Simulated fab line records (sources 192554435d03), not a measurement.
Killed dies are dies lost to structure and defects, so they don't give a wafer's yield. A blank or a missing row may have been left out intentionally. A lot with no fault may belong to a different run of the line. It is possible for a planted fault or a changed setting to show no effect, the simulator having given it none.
fab line records + flow n5_finfet
record
- lots=10
- wafers=30
- last_day=17
route steps=1938 shown BEOL_M11@1581 BEOL_M12@1602 PASSIVATION@1936
lots that met no fault: taken from a fault-free run of the same line
start_h: hours from the record's first day to the start of the lot's first wafer shown + wait_h: how many hours have passed since the lot's step before this one + " same as the row above + L1.1+2: a row that stands for several wafers + - no value, or no start was given + * or withheld: withheld + < > ~ a bound
route shown NAME@n: names a module that has steps shown in the file, with the first one's number in the route + usual: the fault-free wafers' mean and standard deviation + same: alike in all rows + chamber/n: place in a boat + sites: per-site readings + _std_site: standard deviation across them + _edge_site: outer sites' mean less inner sites' + radius_mm: for every site, how far away it sits from the centre of the wafer + mask NAME#n: copy n + behind: the last tool/chamber to shape the wafer + hold: reason for holding the lot/hours on hold/outcome of the hold + device: whichever transistor did not switch (one of n, p or np) + end of line: the same wafers' tests at the end of the route + where a step has no rows: the recipe by itself + killed: the dies lost at the first sort to structure and to defects; this is not the yield of the wafer + map: a wafer's dies, x killed, . not, _ none there
set.NAME: the setting that was run; set.NAME@STEP: the one run at that earlier step + model.NAME: the simulator's own value behind a step, which no gauge read
route steps across a sampled set of lots; one table per step, one row per wafer
services: when a tool's chamber went out of use (start_h, in hours from the record's first day, below 0 if earlier), for how many hours, and the reason
## steps
# step N5_BEOL_M11_OCD_MEAS_38
# usual
- trench_depth_nm=149.1/1.9
| lot.wafer | tool   | chamber | start_h | wait_h | trench_depth_nm |
|-----------|--------|---------|---------|--------|-----------------|
| L712.1    | ocd-01 | -       | 214.06  | -      | 146.9           |
| L712.4    | "      | -       | "       | "      | 146.6           |
| L712.6    | "      | -       | "       | "      | 146.0           |
| L713.1    | ocd-02 | -       | 223.06  | -      | 150.7           |
| L713.2    | "      | -       | "       | "      | 147.1           |
| L713.4    | "      | -       | "       | "      | 147.6           |
| L714.1    | ocd-02 | -       | 242.36  | -      | 152.5           |
| L714.3    | "      | -       | "       | "      | 150.6           |
| L714.5    | "      | -       | "       | "      | 149.4           |
| L717.1    | ocd-02 | -       | 242.83  | -      | 150.2           |
| L717.2    | "      | -       | "       | "      | 149.8           |
| L717.4    | "      | -       | "       | "      | 146.0           |
| L719.1    | ocd-01 | -       | 260.66  | -      | 150.6           |
| L719.5    | "      | -       | "       | "      | 149.4           |
| L719.6    | "      | -       | "       | "      | 147.4           |
| L726.3    | ocd-02 | -       | 309.78  | -      | 149.7           |
| L726.4    | "      | -       | "       | "      | 145.9           |
| L726.6    | "      | -       | "       | "      | 148.8           |
| L728.2    | ocd-02 | -       | 327.90  | -      | 152.5           |
| L728.5    | "      | -       | "       | "      | 151.4           |
| L728.6    | "      | -       | "       | "      | 153.1           |
| L731.1    | ocd-02 | -       | 341.97  | -      | 149.2           |
| L731.3    | "      | -       | "       | "      | 150.2           |
| L731.4    | "      | -       | "       | "      | 147.4           |
| L734.1    | ocd-01 | -       | 356.15  | -      | 149.5           |
| L734.4    | "      | -       | "       | "      | 148.3           |
| L734.5    | "      | -       | "       | "      | 148.1           |
| L735.2    | ocd-01 | -       | 365.49  | -      | 148.7           |
| L735.4    | "      | -       | "       | "      | 147.6           |
| L735.5    | "      | -       | "       | "      | 149.3           |
# step N5_BEOL_M11_ALD_74
# recipe
- material=TaN
- target_thk_a=20
- temp_c=275
- ald_precursor_family=PDMAT
- ald_co_reactant=NH3
- pressure_torr=3
- carrier_flow_sccm=1500
- pulse_time_s=2
- purge_time_s=3
- co_reactant_purge_time_s=2
- co_reactant_pulse_time_s=3
- ald_cycles=40
- precursor_vessel_temp_c=75
- precursor_vessel_pressure_torr=26.25
- precursor_vessel_carrier_sccm=1000
# usual
- chamber_pressure_Torr=3.000/0.0063
- heater_power_w=405/23
- mfc_carrier_sccm=1500/4.6
- precursor_vessel_pressure_torr=26.24/0.052
- susceptor_temp_C=275.00/0.18
| lot.wafer | tool         | chamber | start_h | wait_h | chamber_pressure_Torr | heater_power_w | mfc_carrier_sccm | precursor_vessel_pressure_torr | susceptor_temp_C |
|-----------|--------------|---------|---------|--------|-----------------------|----------------|------------------|--------------------------------|------------------|
| L712.1    | ald_metal-02 | 1       | 215.06  | 0.3    | 2.999                 | 404            | 1496             | 26.24                          | 274.92           |
| L712.4    | "            | 3       | "       | "      | 2.997                 | 387            | 1500             | 26.23                          | 275.19           |
| L712.6    | "            | 0       | "       | "      | 3.012                 | 400            | 1496             | 26.27                          | 275.24           |
| L713.1    | ald_metal-02 | 2       | 223.79  | 0.0    | 3.002                 | 394            | 1503             | 26.25                          | 275.06           |
| L713.2    | "            | 0       | "       | "      | 3.009                 | 393            | 1498             | 26.25                          | 275.10           |
| L713.4    | "            | 3       | "       | "      | 2.998                 | 380            | 1503             | 26.28                          | 275.21           |
| L714.1    | ald_metal-04 | 1       | 243.06  | 0.1    | 3.002                 | 377            | 1499             | 26.23                          | 275.04           |
| L714.3    | "            | 2       | "       | "      | 3.002                 | 417            | 1500             | 26.24                          | 274.80           |
| L714.5    | "            | 0       | "       | "      | 2.990                 | 395            | 1502             | 26.28                          | 274.89           |
| L717.1    | ald_metal-03 | 1       | 243.46  | 0.1    | 2.990                 | 439            | 1501             | 26.28                          | 274.84           |
| L717.2    | "            | 3       | "       | "      | 2.993                 | 446            | 1491             | 26.25                          | 274.94           |
| L717.4    | "            | 2       | "       | "      | 2.999                 | 404            | 1495             | 26.31                          | 275.21           |
| L719.1    | ald_metal-04 | 2       | 261.57  | 0.0    | 2.994                 | 423            | 1503             | 26.38                          | 275.13           |
| L719.5    | "            | 1       | "       | "      | 3.008                 | 377            | 1506             | 26.27                          | 274.66           |
| L719.6    | "            | 0       | "       | "      | 3.003                 | 387            | 1497             | 26.25                          | 275.33           |
| L726.3    | ald_metal-03 | 3       | 310.39  | 0.0    | 3.018                 | 444            | 1495             | 26.25                          | 275.20           |
| L726.4    | "            | 2       | "       | "      | 2.995                 | 403            | 1498             | 26.25                          | 274.81           |
| L726.6    | "            | 1       | "       | "      | 3.007                 | 444            | 1509             | 26.26                          | 275.20           |
| L728.2    | ald_metal-03 | 2       | 329.34  | 0.0    | 3.008                 | 404            | 1495             | 26.17                          | 274.70           |
| L728.5    | "            | 0       | "       | "      | 2.996                 | 425            | 1506             | 26.33                          | 274.79           |
| L728.6    | "            | 3       | "       | "      | 2.997                 | 436            | 1492             | 26.32                          | 274.99           |
| L731.1    | ald_metal-02 | 2       | 343.01  | 0.0    | 2.996                 | 399            | 1498             | 26.18                          | 274.85           |
| L731.3    | "            | 3       | "       | "      | 2.991                 | 386            | 1503             | 26.13                          | 275.15           |
| L731.4    | "            | 1       | "       | "      | 3.002                 | 415            | 1511             | 26.21                          | 275.14           |
| L734.1    | ald_metal-04 | 2       | 357.01  | 0.0    | 3.002                 | 391            | 1509             | 26.36                          | 275.14           |
| L734.4    | "            | 1       | "       | "      | 2.997                 | 371            | 1497             | 26.31                          | 274.85           |
| L734.5    | "            | 3       | "       | "      | 2.996                 | 395            | 1500             | 26.26                          | 275.10           |
| L735.2    | ald_metal-04 | 0       | 366.29  | 0.0    | 2.997                 | 386            | 1489             | 26.28                          | 275.25           |
| L735.4    | "            | 2       | "       | "      | 2.985                 | 402            | 1506             | 26.24                          | 275.16           |
| L735.5    | "            | 1       | "       | "      | 2.993                 | 370            | 1497             | 26.29                          | 274.80           |
# step N5_BEOL_M11_RS_MEAS_57
# recipe
- thk_meas_gauge=four-point-probe
- reads=Cu_of_BEOL_M11_ECD_50+Co_of_BEOL_M11_CVD_75+TaN_of_BEOL_M11_ALD_74
# usual
- M11_RS=0.1503/0.0025
| lot.wafer | tool          | chamber | start_h | wait_h | M11_RS[ohm/sq] |
|-----------|---------------|---------|---------|--------|----------------|
| L712.1    | film_metro-02 | -       | 218.32  | 0.0    | 0.1518         |
| L712.4    | "             | -       | "       | "      | 0.1512         |
| L712.6    | "             | -       | "       | "      | 0.1512         |
| L713.1    | film_metro-01 | -       | 227.28  | 0.1    | 0.1476         |
| L713.2    | "             | -       | "       | "      | 0.1534         |
| L713.4    | "             | -       | "       | "      | 0.1524         |
| L714.1    | film_metro-01 | -       | 246.16  | 0.0    | 0.1479         |
| L714.3    | "             | -       | "       | "      | 0.1482         |
| L714.5    | "             | -       | "       | "      | 0.1513         |
| L717.1    | film_metro-01 | -       | 246.44  | 0.0    | 0.1492         |
| L717.2    | "             | -       | "       | "      | 0.1495         |
| L717.4    | "             | -       | "       | "      | 0.1554         |
| L719.1    | film_metro-01 | -       | 264.49  | 0.0    | 0.1481         |
| L719.5    | "             | -       | "       | "      | 0.1482         |
| L719.6    | "             | -       | "       | "      | 0.1508         |
| L726.3    | film_metro-01 | -       | 312.29  | 0.0    | 0.1489         |
| L726.4    | "             | -       | "       | "      | 0.1546         |
| L726.6    | "             | -       | "       | "      | 0.1528         |
| L728.2    | film_metro-01 | -       | 331.25  | 0.0    | 0.1470         |
| L728.5    | "             | -       | "       | "      | 0.1512         |
| L728.6    | "             | -       | "       | "      | 0.1475         |
| L731.1    | film_metro-02 | -       | 344.67  | 0.0    | 0.1498         |
| L731.3    | "             | -       | "       | "      | 0.1473         |
| L731.4    | "             | -       | "       | "      | 0.1520         |
| L734.1    | film_metro-02 | -       | 359.99  | 0.0    | 0.1509         |
| L734.4    | "             | -       | "       | "      | 0.1501         |
| L734.5    | "             | -       | "       | "      | 0.1509         |
| L735.2    | film_metro-01 | -       | 368.01  | 0.0    | 0.1493         |
| L735.4    | "             | -       | "       | "      | 0.1515         |
| L735.5    | "             | -       | "       | "      | 0.1492         |
# step N5_BEOL_M12_ILD_DEP_00
# recipe
- material=SiOC
- target_thk_a=6589.2
- temp_c=350
- precursor=DEMS/O2
- pressure_torr=5
- rf_w=500
- time_s=130.7
# usual
- chamber_pressure_Torr=5.000/0.0099
- heater_power_w=486/50
- showerhead_plenum_p_Torr=5.697/0.013
- susceptor_temp_C=349.96/0.19
- throttle_valve_pct=12.3/0.58
| lot.wafer | tool     | chamber | start_h | wait_h | chamber_pressure_Torr | heater_power_w | showerhead_plenum_p_Torr | susceptor_temp_C | throttle_valve_pct |
|-----------|----------|---------|---------|--------|-----------------------|----------------|--------------------------|------------------|--------------------|
| L712.1    | pecvd-02 | 2       | 218.39  | 0.0    | 4.998                 | 431            | 5.682                    | 350.19           | 11.6               |
| L712.4    | "        | 1       | "       | "      | 5.012                 | 543            | 5.691                    | 349.64           | 12.3               |
| L712.6    | "        | 0       | "       | "      | 4.984                 | 538            | 5.676                    | 350.14           | 12.7               |
| L713.1    | pecvd-01 | 1       | 227.34  | 0.0    | 4.995                 | 542            | 5.694                    | 349.87           | 13.5               |
| L713.2    | "        | 0       | "       | "      | 4.997                 | 427            | 5.693                    | 349.68           | 12.2               |
| L713.4    | "        | 0       | "       | "      | 5.012                 | 461            | 5.697                    | 349.86           | 12.2               |
| L714.1    | pecvd-03 | 0       | 246.22  | 0.0    | 5.012                 | 520            | 5.722                    | 350.35           | 12.8               |
| L714.3    | "        | 2       | "       | "      | 5.000                 | 414            | 5.700                    | 350.00           | 11.8               |
| L714.5    | "        | 1       | "       | "      | 5.000                 | 464            | 5.687                    | 349.53           | 12.8               |
| L717.1    | pecvd-01 | 0       | 246.51  | 0.0    | 4.994                 | 419            | 5.698                    | 349.77           | 12.0               |
| L717.2    | "        | 2       | "       | "      | 4.988                 | 444            | 5.681                    | 350.22           | 10.6               |
| L717.4    | "        | 0       | "       | "      | 4.981                 | 449            | 5.696                    | 349.83           | 12.1               |
| L719.1    | pecvd-03 | 0       | 264.56  | 0.0    | 4.998                 | 559            | 5.713                    | 349.81           | 12.6               |
| L719.5    | "        | 2       | "       | "      | 5.003                 | 414            | 5.699                    | 349.85           | 11.6               |
| L719.6    | "        | 0       | "       | "      | 4.985                 | 463            | 5.714                    | 349.64           | 12.7               |
| L726.3    | pecvd-01 | 0       | 312.35  | 0.0    | 5.023                 | 419            | 5.697                    | 350.13           | 12.0               |
| L726.4    | "        | 1       | "       | "      | 4.997                 | 476            | 5.681                    | 350.11           | 13.3               |
| L726.6    | "        | 2       | "       | "      | 4.989                 | 499            | 5.675                    | 350.04           | 10.7               |
| L728.2    | pecvd-03 | 0       | 331.31  | 0.0    | 4.986                 | 527            | 5.722                    | 349.67           | 12.7               |
| L728.5    | "        | 0       | "       | "      | 4.987                 | 552            | 5.719                    | 349.75           | 13.0               |
| L728.6    | "        | 1       | "       | "      | 5.007                 | 509            | 5.694                    | 349.95           | 12.6               |
| L731.1    | pecvd-01 | 1       | 344.73  | 0.0    | 5.018                 | 448            | 5.700                    | 350.06           | 13.0               |
| L731.3    | "        | 0       | "       | "      | 5.003                 | 452            | 5.698                    | 349.90           | 12.1               |
| L731.4    | "        | 1       | "       | "      | 5.000                 | 464            | 5.683                    | 350.52           | 12.9               |
| L734.1    | pecvd-03 | 2       | 360.05  | 0.0    | 4.996                 | 501            | 5.706                    | 350.09           | 11.8               |
| L734.4    | "        | 2       | "       | "      | 4.988                 | 403            | 5.704                    | 350.06           | 12.2               |
| L734.5    | "        | 1       | "       | "      | 5.001                 | 489            | 5.684                    | 349.94           | 12.8               |
| L735.2    | pecvd-03 | 1       | 368.07  | 0.0    | 4.991                 | 509            | 5.716                    | 350.33           | 12.8               |
| L735.4    | "        | 2       | "       | "      | 5.002                 | 454            | 5.689                    | 349.83           | 12.1               |
| L735.5    | "        | 0       | "       | "      | 5.009                 | 469            | 5.710                    | 350.24           | 12.6               |
# step N5_BEOL_M12_THK_MEAS_01
# recipe
- reads=SiOC_of_BEOL_M12_ILD_DEP_00
# usual
- M12_ILD_THK=659/9.1
| lot.wafer | tool          | chamber | start_h | wait_h | M12_ILD_THK[nm] |
|-----------|---------------|---------|---------|--------|-----------------|
| L712.1    | film_metro-01 | -       | 218.52  | 0.1    | 658             |
| L712.4    | "             | -       | "       | "      | 670             |
| L712.6    | "             | -       | "       | "      | 672             |
| L713.1    | film_metro-01 | -       | 227.52  | 0.1    | 662             |
| L713.2    | "             | -       | "       | "      | 657             |
| L713.4    | "             | -       | "       | "      | 669             |
| L714.1    | film_metro-01 | -       | 246.36  | 0.1    | 652             |
| L714.3    | "             | -       | "       | "      | 651             |
| L714.5    | "             | -       | "       | "      | 658             |
| L717.1    | film_metro-02 | -       | 246.64  | 0.1    | 667             |
| L717.2    | "             | -       | "       | "      | 652             |
| L717.4    | "             | -       | "       | "      | 670             |
| L719.1    | film_metro-02 | -       | 264.69  | 0.1    | 656             |
| L719.5    | "             | -       | "       | "      | 665             |
| L719.6    | "             | -       | "       | "      | 668             |
| L726.3    | film_metro-02 | -       | 312.50  | 0.1    | 564             |
| L726.4    | "             | -       | "       | "      | 593             |
| L726.6    | "             | -       | "       | "      | 582             |
| L728.2    | film_metro-01 | -       | 331.44  | 0.1    | 648             |
| L728.5    | "             | -       | "       | "      | 660             |
| L728.6    | "             | -       | "       | "      | 653             |
| L731.1    | film_metro-01 | -       | 344.86  | 0.1    | 581             |
| L731.3    | "             | -       | "       | "      | 571             |
| L731.4    | "             | -       | "       | "      | 600             |
| L734.1    | film_metro-02 | -       | 360.18  | 0.1    | 657             |
| L734.4    | "             | -       | "       | "      | 664             |
| L734.5    | "             | -       | "       | "      | 651             |
| L735.2    | film_metro-02 | -       | 368.21  | 0.1    | 642             |
| L735.4    | "             | -       | "       | "      | 657             |
| L735.5    | "             | -       | "       | "      | 649             |
# step N5_BEOL_M12_OCD_MEAS_35
# usual
- trench_depth_nm=321/4.7
| lot.wafer | tool   | chamber | start_h | wait_h | trench_depth_nm |
|-----------|--------|---------|---------|--------|-----------------|
| L712.1    | ocd-02 | -       | 220.85  | 0.0    | 320             |
| L712.4    | "      | -       | "       | "      | 321             |
| L712.6    | "      | -       | "       | "      | 314             |
| L713.1    | ocd-02 | -       | 232.47  | 0.0    | 321             |
| L713.2    | "      | -       | "       | "      | 321             |
| L713.4    | "      | -       | "       | "      | 310             |
| L714.1    | ocd-02 | -       | 248.31  | 0.0    | 324             |
| L714.3    | "      | -       | "       | "      | 323             |
| L714.5    | "      | -       | "       | "      | 325             |
| L717.1    | ocd-01 | -       | 248.74  | 0.0    | 328             |
| L717.2    | "      | -       | "       | "      | 324             |
| L717.4    | "      | -       | "       | "      | 328             |
| L719.1    | ocd-01 | -       | 266.54  | 0.0    | 328             |
| L719.5    | "      | -       | "       | "      | 323             |
| L719.6    | "      | -       | "       | "      | 329             |
| L726.3    | ocd-02 | -       | 314.32  | 0.0    | 305             |
| L726.4    | "      | -       | "       | "      | 313             |
| L726.6    | "      | -       | "       | "      | 312             |
| L728.2    | ocd-01 | -       | 333.48  | 0.0    | 328             |
| L728.5    | "      | -       | "       | "      | 317             |
| L728.6    | "      | -       | "       | "      | 317             |
| L731.1    | ocd-01 | -       | 347.24  | 0.0    | 308             |
| L731.3    | "      | -       | "       | "      | 303             |
| L731.4    | "      | -       | "       | "      | 313             |
| L734.1    | ocd-01 | -       | 362.04  | 0.0    | 316             |
| L734.4    | "      | -       | "       | "      | 323             |
| L734.5    | "      | -       | "       | "      | 318             |
| L735.2    | ocd-01 | -       | 370.15  | 0.0    | 313             |
| L735.4    | "      | -       | "       | "      | 322             |
| L735.5    | "      | -       | "       | "      | 313             |
# step N5_PASSIVATION_PROBE_49
# usual
- defect_limited_yield=91.0/1.5
- killed_at_M0_to_M3=34/11
- killed_at_M4_up=14/5.3
- killed_at_contacts=13/7
- killed_at_front_end=41/13
- killed_at_other=4/3.1
- killed_dies=106/17
- killed_on_rim=14/3.9
- killed_open=70/12
- killed_short=35/8
- sort_bin_5_function=5.2/0.98
- sort_bin_6_memory=3.4/0.69
- sort_n_pass=1074/17
- sort_yield_pct=91.0/1.5
# same
- gross_dies=1180
- killed_at_back_side=0
- sort_bin_4_leakage[%]=0
- sort_bin_8_speed[%]=0
| lot.wafer | tool      | chamber | start_h | wait_h | defect_limited_yield[%] | killed_at_M0_to_M3 | killed_at_M4_up | killed_at_contacts | killed_at_front_end | killed_at_other | killed_dies | killed_on_rim | killed_open | killed_short | sort_bin_5_function[%] | sort_bin_6_memory[%] | sort_n_pass | sort_yield_pct[%] |
|-----------|-----------|---------|---------|--------|-------------------------|--------------------|-----------------|--------------------|---------------------|-----------------|-------------|---------------|-------------|--------------|------------------------|----------------------|-------------|-------------------|
| L726.3    | prober-02 | -       | 349.07  | 0.1    | 86.1                    | 38                 | 75              | 22                 | 24                  | 5               | 164         | 18            | 72          | 35           | 10.3                   | 3.1                  | 1016        | 86.1              |
| L726.4    | prober-02 | -       | 349.12  | 0.2    | 89.5                    | 28                 | 49              | 29                 | 15                  | 3               | 124         | 14            | 62          | 27           | 7.6                    | 2.6                  | 1056        | 89.5              |
| L726.6    | prober-02 | -       | 349.22  | 0.3    | 89.7                    | 37                 | 29              | 13                 | 37                  | 5               | 121         | 18            | 69          | 37           | 6.6                    | 3.4                  | 1059        | 89.7              |
| L731.1    | prober-02 | -       | 380.97  | 0.0    | 87.5                    | 40                 | 43              | 26                 | 29                  | 9               | 147         | 18            | 81          | 36           | 8.6                    | 3.1                  | 1033        | 87.5              |
| L731.3    | prober-02 | -       | 381.07  | 0.1    | 89.7                    | 28                 | 51              | 17                 | 25                  | 1               | 122         | 10            | 60          | 26           | 7.7                    | 2.4                  | 1058        | 89.7              |
| L731.4    | prober-02 | -       | 381.12  | 0.2    | 87.6                    | 31                 | 30              | 30                 | 53                  | 2               | 146         | 20            | 78          | 43           | 7.9                    | 3.7                  | 1034        | 87.6              |
# killed by level:class
L726.3 BEOL_M12:area_etch=56 MOL_CONTACT_COAG:geometric_particle:open=15 BEOL_M3:geometric_particle:open=11 BEOL_M4:geometric_particle:open=11 BEOL_M0_SAQP:geometric_particle:short=8 STI_FIN_REVEAL:geometric_particle:open=7 MOL_CONTACT_COAG:geometric_particle:short=7 BEOL_M2:geometric_particle:open=7
L726.4 BEOL_M12:area_etch=34 MOL_CONTACT_COAG:geometric_particle:open=20 BEOL_M0_SAQP:geometric_particle:open=9 MOL_CONTACT_COAG:geometric_particle:short=8 BEOL_M0_SAQP:geometric_particle:short=8 BEOL_M4:geometric_particle:open=7 STI_FIN_REVEAL:geometric_particle:open=5 BEOL_M3:geometric_particle:open=5
L726.6 BEOL_M12:area_etch=14 MOL_CONTACT_COAG:geometric_particle:open=10 FIN_SAQP:geometric_particle:open=8 BEOL_M2:geometric_particle:open=8 BEOL_M3:geometric_particle:open=8 ILD0:geometric_particle:short=7 BEOL_M0_SAQP:geometric_particle:short=7 FIN_SAQP:geometric_particle:short=6
L731.1 BEOL_M12:area_etch=29 MOL_CONTACT_COAG:geometric_particle:open=23 BEOL_M0_SAQP:geometric_particle:open=13 FIN_SAQP:geometric_particle:short=10 BEOL_M0_SAQP:geometric_particle:short=10 BEOL_M1:geometric_particle:open=8 BEOL_M4:geometric_particle:open=7 FIN_SAQP:geometric_particle:open=5
L731.3 BEOL_M12:area_etch=36 MOL_CONTACT_COAG:geometric_particle:open=12 BEOL_M1:geometric_particle:open=12 BEOL_M4:geometric_particle:open=9 FIN_SAQP:geometric_particle:open=8 STI_FIN_REVEAL:geometric_particle:open=8 BEOL_M0_SAQP:geometric_particle:short=6 MOL_CONTACT_COAG:geometric_particle:short=5
L731.4 MOL_CONTACT_COAG:geometric_particle:open=24 BEOL_M12:area_etch=21 FIN_SAQP:geometric_particle:short=12 STI_FIN_REVEAL:geometric_particle:open=10 BEOL_M1:geometric_particle:open=8 FIN_SAQP:geometric_particle:open=6 MOL_CONTACT_COAG:geometric_particle:short=6 BEOL_M0_SAQP:geometric_particle:short=6
## services
| tool         | chamber | start_h | hours | kind           |
|--------------|---------|---------|-------|----------------|
| pecvd-03     | -       | 196.97  | 0.5   | repair         |
| ald_metal-04 | 2       | 203.07  | 3.3   | repair         |
| pecvd-01     | 2       | 225.97  | 5.5   | scheduled_down |
| pecvd-03     | 0       | 232.59  | 2.1   | scheduled_down |
| pecvd-02     | 0       | 253.03  | 5.5   | scheduled_down |
| ald_metal-03 | 1       | 258.04  | 8.2   | repair         |
| pecvd-01     | 0       | 275.08  | 15.7  | repair         |
| ald_metal-03 | -       | 281.58  | 1.9   | repair         |
| pecvd-01     | 0       | 291.87  | 11.2  | repair         |
| ald_metal-04 | -       | 337.25  | 14.0  | pm             |
| ald_metal-04 | 0       | 337.25  | 14.0  | vent_cycle     |
| ald_metal-04 | 1       | 337.25  | 14.0  | vent_cycle     |
| ald_metal-04 | 2       | 337.25  | 14.0  | vent_cycle     |
| ald_metal-04 | 3       | 337.25  | 14.0  | vent_cycle     |
| pecvd-03     | -       | 343.35  | 14.6  | pm             |
| pecvd-01     | -       | 348.09  | 1.2   | repair         |
| ald_metal-04 | 0       | 351.25  | -     | clean          |
| ald_metal-04 | 1       | 351.25  | -     | clean          |
| ald_metal-04 | 2       | 351.25  | -     | clean          |
| ald_metal-04 | 3       | 351.25  | -     | clean          |
| ald_metal-03 | -       | 360.08  | 14.6  | pm             |
| pecvd-03     | 2       | 363.07  | 2.1   | scheduled_down |
## key
first_sign
- step=N5_BEOL_M12_THK_MEAS_01
- reading=M12_ILD_THK
- direction=down
- sigmas=8.5
- usual=659
- struck=582
effect
- step=N5_BEOL_M12_OCD_MEAS_35
- reading=trench_depth_nm
- direction=down
- sigmas=2.5
- usual=321
- struck=309
effect
- step=N5_PASSIVATION_PROBE_49
- reading=killed_at_M4_up
- direction=up
- sigmas=6.1
- usual=14
- struck=46
met_at N5_BEOL_M12_ILD_DEP_00
struck_lots L726,L731
not_acting_at N5_BEOL_M11_OCD_MEAS_38,N5_BEOL_M11_ALD_74,N5_BEOL_M11_RS_MEAS_57
onset_between 246.51 312.35
fault
- kind=site_profile_drift
- tool=pecvd-01
- chamber=-
- onset_h=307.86
- steps=N5_BEOL_M12_ILD_DEP_00
- basis=fraction
- max_abs_drift=0.27615
- slope_share_per_hr=61.366
- site_pattern=0,0,0,0,0,-1,-1,-1,-1
